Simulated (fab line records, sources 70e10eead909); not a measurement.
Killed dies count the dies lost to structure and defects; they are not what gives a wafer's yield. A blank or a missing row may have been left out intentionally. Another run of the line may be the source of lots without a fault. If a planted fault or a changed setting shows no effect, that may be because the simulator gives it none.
fab line records	flow nand-harc
record lots=24	wafers=72	last-day=33
route steps=1302 shown A_CONTACT@1102 A_BLC@1128 A_M0@1149
lots that met no fault: taken from a fault-free run of the same line
start-h: hours from the record's opening day to when the first of the lot's shown wafers began	wait-h: hours from the lot's prior step to this one	" the same as in the row above	L1.1+2: several wafers, shown together as one row	- no value, or no start was given	* or withheld: withheld	< > ~ a bound
route shown NAME@n: NAME is a module with steps in the file, n the number in the route of the first one	usual: mean and standard deviation over wafers with no fault	same: alike in all rows	chamber/n: place in a boat	sites: per-site readings	_std_site: standard deviation across them	_edge_site: mean of outer sites minus mean of inner sites	radius-mm: how far each site lies from the wafer's centre	mask NAME#n: copy n	behind: the last tool/chamber to shape the wafer	hold: reason for holding the lot/hours on hold/outcome of the hold	device: names the non-switching transistor (n, p or np)	end of line: the route-end tests of the same wafers	step lacking rows: just its recipe	killed: dies lost to structure and defects at the first sort, not the wafer's yield	map: a wafer's dies, x killed, . not, _ none there
set.NAME: the run value of the setting; set.NAME@STEP: its run value at that earlier step	model.NAME: the simulator's own value behind a step, which no gauge read
route steps across a sampled set of lots; one table per step, one row per wafer
services: when a tool's chamber went out of use (start-h, in hours from the record's first day, below 0 if earlier), for how many hours, and the reason
## steps
# step NHARC_A_CONTACT_CVD_19
# recipe target-thk-a=3000	temp-c=300	pressure-torr=40	wf6-flow-sccm=40	h2-flow-sccm=1600	ar-flow-sccm=1560	time-s=802	material=W
# usual heater-power-w=483/24	mfc-h2-sccm=1600/4.8	throttle-valve-pct=7.75/0.23
lot.wafer	tool	chamber	start-h	wait-h	heater-power-w	mfc-h2-sccm	throttle-valve-pct
L074.2	cvd-w-01	0	-	-	463	1597	7.94
L074.3	"	1	"	"	524	1604	7.88
L074.4	"	0	"	"	442	1593	7.98
L076.1	cvd-w-02	0	-	-	477	1602	8.06
L076.5	"	1	"	"	457	1601	8.05
L076.6	"	0	"	"	469	1599	7.79
L075.2	cvd-w-01	0	-	-	457	1609	8.03
L075.3	"	1	"	"	496	1603	7.72
L075.5	"	0	"	"	455	1608	8.13
L078.2	cvd-w-01	0	-	-	477	1599	7.71
L078.4	"	1	"	"	504	1593	7.29
L078.5	"	0	"	"	479	1599	7.63
L079.2	cvd-w-02	0	-	-	482	1596	7.97
L079.4	"	0	"	"	462	1605	7.80
L079.5	"	1	"	"	452	1604	7.99
L077.1	cvd-w-01	1	-	-	516	1606	7.37
L077.5	"	1	"	"	507	1596	7.52
L077.6	"	0	"	"	483	1599	7.60
L080.4	cvd-w-02	1	-	-	454	1599	8.11
L080.3	"	0	"	"	466	1599	8.01
L080.6	"	1	"	"	465	1611	8.12
L081.4	cvd-w-02	1	-	-	463	1608	7.76
L081.5	"	0	"	"	480	1604	7.76
L081.6	"	1	"	"	467	1605	7.82
L082.1	cvd-w-01	1	-	-	514	1604	7.63
L082.4	"	1	"	"	506	1590	7.35
L082.5	"	1	"	"	513	1600	7.71
L084.2	cvd-w-02	1	-	-	461	1596	8.09
L084.4	"	1	"	"	463	1597	7.93
L084.3	"	0	"	"	467	1595	8.05
L083.2	cvd-w-01	1	-	-	501	1595	7.53
L083.1	"	0	"	"	473	1596	7.83
L083.6	"	1	"	"	492	1606	7.43
L085.1	cvd-w-01	0	-	-	462	1603	7.74
L085.4	"	1	"	"	513	1597	7.22
L085.5	"	1	"	"	510	1605	7.51
L086.1	cvd-w-01	0	-	-	470	1605	7.61
L086.2	"	1	"	"	522	1597	7.46
L086.5	"	1	"	"	514	1587	7.47
L087.1	cvd-w-01	0	-	-	465	1599	7.84
L087.2	"	1	"	"	510	1597	7.82
L087.3	"	1	"	"	507	1592	7.47
L090.1	cvd-w-01	1	-	-	501	1603	7.55
L090.3	"	0	"	"	463	1603	7.64
L090.4	"	1	"	"	514	1604	7.48
L088.1	cvd-w-01	1	-	-	513	1596	7.43
L088.3	"	1	"	"	505	1598	7.63
L088.4	"	0	"	"	469	1601	7.72
L089.2	cvd-w-01	0	-	-	476	1599	7.79
L089.1	"	1	"	"	517	1603	7.33
L089.3	"	1	"	"	510	1601	7.59
L092.2	cvd-w-01	1	-	-	522	1597	7.46
L092.1	"	0	"	"	470	1598	7.98
L092.4	"	0	"	"	473	1603	7.70
L091.1	cvd-w-01	0	-	-	466	1609	7.70
L091.3	"	1	"	"	520	1611	7.37
L091.5	"	0	"	"	473	1606	7.77
L093.1	cvd-w-01	1	-	-	519	1598	7.61
L093.3	"	0	"	"	480	1593	7.81
L093.5	"	1	"	"	515	1601	7.36
L094.1	cvd-w-01	0	-	-	475	1600	7.99
L094.4	"	0	"	"	470	1604	7.92
L094.5	"	0	"	"	476	1608	8.01
L095.1	cvd-w-02	1	-	-	429	1610	7.71
L095.3	"	0	"	"	508	1600	7.59
L095.4	"	1	"	"	455	1600	8.10
L097.1	cvd-w-02	0	-	-	496	1596	7.93
L097.6	"	1	"	"	442	1599	7.90
L097.5	"	0	"	"	488	1600	7.66
L096.2	cvd-w-02	0	-	-	510	1600	7.74
L096.1	"	1	"	"	438	1600	7.88
L096.3	"	0	"	"	493	1597	7.76
# step NHARC_A_BLC_DEGAS_30
# recipe temp-c=300	time-s=60
# usual heater-power-w=446/29
lot.wafer	tool	chamber	start-h	wait-h	heater-power-w
L074.4	pvd-sputter-01	-	533.12	-	442
L074.3	"	-	"	"	452
L074.2	"	-	"	"	416
L076.1	pvd-sputter-02	-	533.95	-	459
L076.5	"	-	"	"	420
L076.6	"	-	"	"	453
L075.2	pvd-sputter-03	-	539.23	-	438
L075.3	"	-	"	"	450
L075.5	"	-	"	"	454
L078.2	pvd-sputter-03	-	581.96	-	449
L078.4	"	-	"	"	434
L078.5	"	-	"	"	460
L079.2	pvd-sputter-02	-	586.27	-	431
L079.4	"	-	"	"	399
L079.5	"	-	"	"	434
L077.1	pvd-sputter-02	-	590.29	-	426
L077.6	"	-	"	"	456
L077.5	"	-	"	"	437
L080.4	pvd-sputter-03	-	590.80	-	446
L080.3	"	-	"	"	454
L080.6	"	-	"	"	438
L081.4	pvd-sputter-02	-	597.55	-	440
L081.5	"	-	"	"	420
L081.6	"	-	"	"	464
L082.4	pvd-sputter-01	-	606.58	-	466
L082.1	"	-	"	"	522
L082.5	"	-	"	"	454
L084.4	pvd-sputter-02	-	620.28	-	418
L084.2	"	-	"	"	429
L084.3	"	-	"	"	395
L083.2	pvd-sputter-03	-	624.47	-	458
L083.1	"	-	"	"	453
L083.6	"	-	"	"	448
L085.1	pvd-sputter-01	-	630.84	-	470
L085.4	"	-	"	"	526
L085.5	"	-	"	"	454
L086.2	pvd-sputter-03	-	632.39	-	453
L086.1	"	-	"	"	453
L086.5	"	-	"	"	452
L087.1	pvd-sputter-02	-	651.50	-	455
L087.2	"	-	"	"	406
L087.3	"	-	"	"	392
L090.1	pvd-sputter-01	-	663.39	-	509
L090.4	"	-	"	"	454
L090.3	"	-	"	"	482
L088.4	pvd-sputter-02	-	667.73	-	399
L088.3	"	-	"	"	407
L088.1	"	-	"	"	448
L089.1	pvd-sputter-03	-	673.87	-	458
L089.2	"	-	"	"	465
L089.3	"	-	"	"	453
L092.1	pvd-sputter-01	-	708.33	-	490
L092.2	"	-	"	"	506
L092.4	"	-	"	"	459
L091.1	pvd-sputter-02	-	715.05	-	443
L091.3	"	-	"	"	435
L091.5	"	-	"	"	410
L093.3	pvd-sputter-02	-	721.32	-	404
L093.1	"	-	"	"	450
L093.5	"	-	"	"	400
L094.4	pvd-sputter-02	-	725.67	-	435
L094.1	"	-	"	"	403
L094.5	"	-	"	"	390
L095.3	pvd-sputter-01	-	726.67	-	458
L095.1	"	-	"	"	455
L095.4	"	-	"	"	496
L097.1	pvd-sputter-02	-	737.95	-	400
L097.6	"	-	"	"	399
L097.5	"	-	"	"	443
L096.1	pvd-sputter-02	-	739.88	-	431
L096.3	"	-	"	"	405
L096.2	"	-	"	"	407
# step NHARC_A_M0_INSPECT_11
# usual raw-defect-count=82/38
lot.wafer	tool	chamber	start-h	wait-h	raw-defect-count
L074.2	defect-inspect-02	-	535.42	0.0	20
L074.3	"	-	"	"	27
L074.4	"	-	"	"	26
L076.1	defect-inspect-01	-	536.35	0.0	13
L076.5	"	-	"	"	18
L076.6	"	-	"	"	12
L075.2	defect-inspect-02	-	541.64	0.0	73
L075.3	"	-	"	"	93
L075.5	"	-	"	"	65
L078.2	defect-inspect-01	-	584.24	0.0	22
L078.4	"	-	"	"	23
L078.5	"	-	"	"	32
L079.2	defect-inspect-02	-	588.67	0.0	66
L079.4	"	-	"	"	67
L079.5	"	-	"	"	64
L077.1	defect-inspect-01	-	592.69	0.1	150
L077.5	"	-	"	"	151
L077.6	"	-	"	"	162
L080.3	defect-inspect-02	-	593.09	0.0	129
L080.4	"	-	"	"	136
L080.6	"	-	"	"	126
L081.4	defect-inspect-02	-	599.98	0.0	120
L081.5	"	-	"	"	103
L081.6	"	-	"	"	105
L082.1	defect-inspect-01	-	608.99	0.0	88
L082.4	"	-	"	"	76
L082.5	"	-	"	"	91
L084.2	defect-inspect-02	-	622.74	0.0	117
L084.3	"	-	"	"	150
L084.4	"	-	"	"	137
L083.1	defect-inspect-01	-	626.87	0.0	72
L083.2	"	-	"	"	67
L083.6	"	-	"	"	50
L085.1	defect-inspect-02	-	633.25	0.0	30
L085.4	"	-	"	"	37
L085.5	"	-	"	"	39
L086.1	defect-inspect-02	-	634.96	0.0	114
L086.2	"	-	"	"	122
L086.5	"	-	"	"	127
L087.1	defect-inspect-02	-	653.91	0.0	111
L087.2	"	-	"	"	151
L087.3	"	-	"	"	136
L090.1	defect-inspect-01	-	665.67	0.0	65
L090.3	"	-	"	"	75
L090.4	"	-	"	"	85
L088.1	defect-inspect-01	-	670.00	0.0	81
L088.3	"	-	"	"	89
L088.4	"	-	"	"	99
L089.1	defect-inspect-02	-	676.38	0.0	102
L089.2	"	-	"	"	94
L089.3	"	-	"	"	106
L092.1	defect-inspect-02	-	710.74	0.0	59
L092.2	"	-	"	"	71
L092.4	"	-	"	"	67
L091.1	defect-inspect-01	-	717.43	0.0	154
L091.3	"	-	"	"	139
L091.5	"	-	"	"	161
L093.1	defect-inspect-01	-	723.75	0.0	62
L093.3	"	-	"	"	76
L093.5	"	-	"	"	70
L094.1	defect-inspect-02	-	728.07	0.0	60
L094.4	"	-	"	"	64
L094.5	"	-	"	"	71
L095.1	defect-inspect-01	-	729.06	0.0	78
L095.3	"	-	"	"	57
L095.4	"	-	"	"	71
L097.1	defect-inspect-02	-	740.37	0.0	56
L097.5	"	-	"	"	67
L097.6	"	-	"	"	60
L096.1	defect-inspect-02	-	742.28	0.0	65
L096.2	"	-	"	"	59
L096.3	"	-	"	"	68
# step NHARC_A_M0_STRIP_18
# recipe power-w=1000	n2-flow-sccm=150	h2-flow-sccm=150	ar-flow-sccm=0	bias-w=0	chemistry=N2/H2
# usual drypump-motor-current-A=5.53/0.29	oes-product-au=1.004/0.011	rf-vpp-V=90.7/0.93	showerhead-plenum-p-Torr=2.04/0.079	throttle-valve-pct=14.171/0.009
lot.wafer	tool	chamber	start-h	wait-h	drypump-motor-current-A	oes-product-au	rf-hours-counter-h	rf-vpp-V	showerhead-plenum-p-Torr	throttle-valve-pct
L074.4	rie-diel-08	2	535.92	0.1	5.84	1.000	6	90.8	2.07	14.183
L074.3	"	3	"	"	5.65	1.007	7	89.0	1.91	14.159
L074.2	"	0	"	"	5.70	1.006	6	90.5	2.11	14.163
L076.1	rie-diel-11	1	536.78	0.1	4.96	1.014	7	89.8	1.99	14.163
L076.5	"	1	"	"	4.97	1.018	-	89.7	1.99	14.168
L076.6	"	0	"	"	5.73	0.994	-	92.4	2.14	14.175
L075.3	rie-diel-10	3	542.08	0.1	5.91	0.988	7	90.5	2.10	14.164
L075.2	"	0	"	"	5.85	1.001	7	92.5	2.07	14.165
L075.5	"	3	"	"	5.91	0.996	-	91.5	2.10	14.161
L078.2	rie-diel-11	0	584.73	0.1	5.72	0.979	9	91.3	2.14	14.159
L078.4	"	1	"	"	4.96	0.999	11	89.8	1.99	14.168
L078.5	"	0	"	"	5.71	0.993	-	89.5	2.14	14.167
L079.4	rie-diel-10	2	589.12	0.1	5.54	1.006	8	90.5	2.00	14.165
L079.2	"	3	"	"	5.89	0.998	9	90.9	2.10	14.162
L079.5	"	3	"	"	5.88	1.001	-	90.0	2.10	14.171
L077.1	rie-diel-11	1	593.20	0.1	4.95	1.013	11	91.3	1.99	14.177
L077.5	"	2	"	"	5.45	0.996	-	91.6	2.13	14.174
L077.6	"	3	"	"	5.48	0.994	-	91.3	2.07	14.165
L080.4	rie-diel-11	0	593.59	0.1	5.69	0.988	10	90.6	2.14	14.175
L080.3	"	1	"	"	4.95	1.015	11	90.5	1.99	14.168
L080.6	"	3	"	"	5.45	0.991	-	90.3	2.07	14.159
L081.4	rie-diel-11	2	600.43	0.1	5.46	0.991	12	90.4	2.13	14.167
L081.5	"	1	"	"	4.95	1.010	-	89.7	1.99	14.169
L081.6	"	2	"	"	5.46	0.996	-	91.2	2.13	14.171
L082.1	rie-diel-10	2	609.47	0.1	5.50	0.996	0	89.7	2.00	14.160
L082.4	"	0	"	"	5.88	1.017	0	92.1	2.07	14.163
L082.5	"	1	"	"	5.42	1.014	-	91.6	1.90	14.183
L084.2	rie-diel-10	2	623.20	0.1	5.52	1.000	1	89.8	2.00	14.176
L084.4	"	3	"	"	5.88	0.995	1	91.5	2.10	14.141
L084.3	"	0	"	"	5.88	1.003	1	89.9	2.07	14.156
L083.1	rie-diel-10	3	627.36	0.1	5.88	0.993	1	92.1	2.10	14.170
L083.2	"	0	"	"	5.85	1.007	1	91.3	2.07	14.176
L083.6	"	1	"	"	5.38	1.014	-	88.6	1.90	14.177
L085.4	rie-diel-11	0	633.68	0.1	5.72	0.995	0	92.0	2.14	14.173
L085.1	"	2	"	"	5.44	0.995	0	90.2	2.13	14.169
L085.5	"	0	"	"	5.69	0.997	-	90.7	2.14	14.174
L086.2	rie-diel-10	1	635.39	0.1	5.45	1.011	1	89.1	1.90	14.172
L086.1	"	3	"	"	5.93	1.008	2	91.9	2.10	14.152
L086.5	"	1	"	"	5.43	0.995	-	89.6	1.90	14.178
L087.2	rie-diel-11	0	654.81	0.1	5.70	0.991	2	91.8	2.14	14.162
L087.1	"	1	"	"	4.96	1.008	2	90.5	1.99	14.166
L087.3	"	2	"	"	5.45	0.997	2	90.0	2.13	14.172
L090.1	rie-diel-11	0	666.11	0.1	5.71	0.993	3	91.1	2.14	14.151
L090.3	"	1	"	"	4.98	1.014	3	91.9	1.99	14.187
L090.4	"	0	"	"	5.70	0.993	-	91.2	2.14	14.164
L088.3	rie-diel-08	1	670.43	0.1	5.98	1.019	4	91.3	1.99	14.167
L088.1	"	3	"	"	5.69	1.010	4	89.9	1.90	14.182
L088.4	"	3	"	"	5.69	1.013	-	90.2	1.90	14.179
L089.3	rie-diel-10	0	676.81	0.1	5.84	1.005	4	91.0	2.07	14.174
L089.2	"	1	"	"	5.37	1.010	4	90.3	1.90	14.176
L089.1	"	2	"	"	5.53	0.996	4	90.8	2.00	14.173
L092.4	rie-diel-10	2	711.18	0.1	5.51	1.000	6	88.2	2.00	14.175
L092.1	"	0	"	"	5.86	1.005	6	89.8	2.07	14.170
L092.2	"	1	"	"	5.38	1.001	6	90.2	1.90	14.160
L091.3	rie-diel-11	1	717.89	0.1	4.99	1.012	5	91.6	1.99	14.178
L091.1	"	2	"	"	5.45	1.009	4	91.0	2.13	14.179
L091.5	"	0	"	"	5.73	0.993	-	91.0	2.14	14.171
L093.3	rie-diel-10	2	724.21	0.1	5.54	1.010	7	90.6	2.00	14.170
L093.1	"	0	"	"	5.87	1.023	7	92.0	2.07	14.185
L093.5	"	1	"	"	5.39	1.014	-	89.2	1.90	14.168
L094.1	rie-diel-10	2	728.56	0.1	5.52	1.004	7	89.8	2.00	14.188
L094.4	"	3	"	"	5.88	1.010	8	92.0	2.10	14.162
L094.5	"	0	"	"	5.87	1.026	-	91.3	2.07	14.160
L095.3	rie-diel-11	2	729.50	0.1	5.45	1.008	5	91.7	2.13	14.178
L095.1	"	3	"	"	5.46	1.021	6	90.6	2.07	14.193
L095.4	"	0	"	"	5.71	0.991	6	92.0	2.14	14.175
L097.1	rie-diel-11	3	740.91	0.2	5.49	1.035	7	91.0	2.07	14.167
L097.6	"	0	"	"	5.74	0.984	-	91.8	2.14	14.174
L097.5	"	1	"	"	4.98	1.000	-	89.7	1.99	14.176
L096.1	rie-diel-11	1	742.71	0.1	4.97	1.011	7	90.7	1.99	14.173
L096.2	"	3	"	"	5.48	1.010	7	90.1	2.07	14.169
L096.3	"	0	"	"	5.77	0.989	7	92.7	2.14	14.157
# step NHARC_A_M0_PRE_CLEAN_29
# recipe time-s=30	temp-c=280	gas=H2/He
# usual heater-power-w=395/24
lot.wafer	tool	chamber	start-h	wait-h	heater-power-w
L074.2	pvd-sputter-03	-	-	-	391
L074.3	"	-	"	"	396
L074.4	"	-	"	"	399
L076.1	pvd-sputter-02	-	-	-	381
L076.5	"	-	"	"	398
L076.6	"	-	"	"	375
L075.3	pvd-sputter-03	-	-	-	389
L075.2	"	-	"	"	393
L075.5	"	-	"	"	392
L078.2	pvd-sputter-02	-	-	-	406
L078.4	"	-	"	"	373
L078.5	"	-	"	"	408
L079.4	pvd-sputter-03	-	-	-	403
L079.2	"	-	"	"	382
L079.5	"	-	"	"	390
L077.1	pvd-sputter-01	-	-	-	443
L077.5	"	-	"	"	397
L077.6	"	-	"	"	423
L080.4	pvd-sputter-03	-	-	-	396
L080.3	"	-	"	"	399
L080.6	"	-	"	"	387
L081.4	pvd-sputter-03	-	-	-	405
L081.5	"	-	"	"	396
L081.6	"	-	"	"	404
L082.4	pvd-sputter-02	-	-	-	379
L082.1	"	-	"	"	399
L082.5	"	-	"	"	409
L084.3	pvd-sputter-01	-	-	-	403
L084.4	"	-	"	"	408
L084.2	"	-	"	"	414
L083.1	pvd-sputter-02	-	-	-	358
L083.2	"	-	"	"	373
L083.6	"	-	"	"	355
L085.4	pvd-sputter-03	-	-	-	385
L085.1	"	-	"	"	384
L085.5	"	-	"	"	403
L086.1	pvd-sputter-03	-	-	-	406
L086.2	"	-	"	"	393
L086.5	"	-	"	"	399
L087.2	pvd-sputter-02	-	-	-	351
L087.1	"	-	"	"	390
L087.3	"	-	"	"	400
L090.1	pvd-sputter-03	-	-	-	398
L090.4	"	-	"	"	390
L090.3	"	-	"	"	400
L088.3	pvd-sputter-02	-	-	-	346
L088.4	"	-	"	"	394
L088.1	"	-	"	"	355
L089.3	pvd-sputter-02	-	-	-	407
L089.2	"	-	"	"	351
L089.1	"	-	"	"	336
L092.2	pvd-sputter-02	-	-	-	385
L092.1	"	-	"	"	401
L092.4	"	-	"	"	351
L091.1	pvd-sputter-01	-	-	-	439
L091.3	"	-	"	"	406
L091.5	"	-	"	"	455
L093.3	pvd-sputter-01	-	-	-	446
L093.1	"	-	"	"	400
L093.5	"	-	"	"	448
L094.4	pvd-sputter-02	-	-	-	385
L094.1	"	-	"	"	404
L094.5	"	-	"	"	392
L095.1	pvd-sputter-03	-	-	-	428
L095.3	"	-	"	"	374
L095.4	"	-	"	"	408
L097.1	pvd-sputter-03	-	-	-	417
L097.6	"	-	"	"	416
L097.5	"	-	"	"	408
L096.2	pvd-sputter-01	-	-	-	450
L096.1	"	-	"	"	402
L096.3	"	-	"	"	432
# step NHARC_A_M0_DEP_32
# recipe target-thk-a=300	temp-c=370	target-thk-nm=30	pressure-torr=3	flow-sccm=200	rf-w=450	material=SiCN
# usual heater-power-w=553/75
lot.wafer	tool	chamber	start-h	wait-h	heater-power-w
L074.2	pecvd-02	0	538.18	0.1	539
L074.3	"	2	"	"	566
L074.4	"	0	"	"	547
L076.1	pecvd-02	0	539.09	0.1	630
L076.6	"	1	"	"	468
L076.5	"	2	"	"	572
L075.2	pecvd-03	2	544.32	0.1	694
L075.3	"	1	"	"	471
L075.5	"	1	"	"	472
L078.2	pecvd-02	2	586.99	0.1	501
L078.5	"	2	"	"	509
L078.4	"	1	"	"	505
L079.2	pecvd-04	0	591.55	0.1	602
L079.5	"	2	"	"	410
L079.4	"	0	"	"	629
L077.1	pecvd-03	2	595.45	0.1	682
L077.5	"	0	"	"	597
L077.6	"	2	"	"	691
L080.3	pecvd-03	0	596.25	0.1	515
L080.4	"	0	"	"	502
L080.6	"	1	"	"	545
L081.5	pecvd-03	0	602.80	0.2	565
L081.4	"	1	"	"	521
L081.6	"	2	"	"	592
L082.1	pecvd-02	2	611.79	0.1	582
L082.5	"	0	"	"	660
L082.4	"	2	"	"	580
L084.3	pecvd-03	2	625.43	0.1	582
L084.2	"	1	"	"	437
L084.4	"	2	"	"	591
L083.1	pecvd-02	0	629.64	0.1	560
L083.2	"	1	"	"	496
L083.6	"	1	"	"	495
L085.1	pecvd-03	1	635.96	0.1	489
L085.4	"	2	"	"	680
L085.5	"	0	"	"	533
L086.1	pecvd-02	1	637.68	0.1	498
L086.2	"	0	"	"	636
L086.5	"	0	"	"	648
L087.1	pecvd-03	0	657.09	0.1	586
L087.3	"	1	"	"	545
L087.2	"	2	"	"	661
L090.1	pecvd-03	0	668.54	0.1	599
L090.3	"	1	"	"	550
L090.4	"	1	"	"	548
L088.1	pecvd-03	0	672.77	0.1	585
L088.3	"	1	"	"	532
L088.4	"	1	"	"	534
L089.1	pecvd-02	2	679.05	0.1	569
L089.3	"	0	"	"	612
L089.2	"	1	"	"	466
L092.2	pecvd-02	2	713.49	0.1	500
L092.1	"	1	"	"	431
L092.4	"	2	"	"	510
L091.3	pecvd-04	0	720.21	0.1	527
L091.1	"	1	"	"	583
L091.5	"	2	"	"	358
L093.1	pecvd-04	2	726.48	0.1	432
L093.3	"	0	"	"	571
L093.5	"	0	"	"	582
L094.1	pecvd-02	0	730.86	0.1	587
L094.4	"	1	"	"	470
L094.5	"	2	"	"	558
L095.1	pecvd-02	1	732.08	0.1	462
L095.3	"	2	"	"	480
L095.4	"	0	"	"	684
L097.1	pecvd-02	1	743.10	0.1	486
L097.6	"	2	"	"	591
L097.5	"	0	"	"	685
L096.2	pecvd-04	2	744.96	0.1	399
L096.3	"	0	"	"	540
L096.1	"	1	"	"	583
## services
tool	chamber	start-h	hours	kind
rie-diel-10	2	509.50	4.9	repair
cvd-w-01	0	514.72	4.0	repair
pvd-sputter-03	-	526.11	10.0	pm
rie-diel-11	2	528.84	11.9	repair
pvd-sputter-01	-	534.72	7.0	repair
pecvd-03	2	536.28	6.2	repair
pvd-sputter-02	-	540.21	4.8	repair
cvd-w-01	-	547.00	13.0	pm
pecvd-03	-	547.00	13.0	pm
pvd-sputter-01	-	582.01	10.0	pm
pecvd-02	-	589.00	13.0	pm
rie-diel-10	-	596.50	9.0	pm
rie-diel-11	-	609.58	9.0	pm
pecvd-02	-	613.46	1.1	repair
pvd-sputter-01	-	614.95	0.8	repair
pecvd-03	1	619.99	4.3	repair
pvd-sputter-02	-	638.04	10.0	pm
rie-diel-11	3	651.18	4.8	repair
rie-diel-11	2	663.36	12.4	repair
cvd-w-01	1	678.39	12.5	repair
pecvd-02	2	688.59	8.2	repair
pvd-sputter-03	-	704.11	10.0	pm
cvd-w-01	-	728.00	13.0	pm
rie-diel-10	3	738.52	5.7	repair
## key
fault none
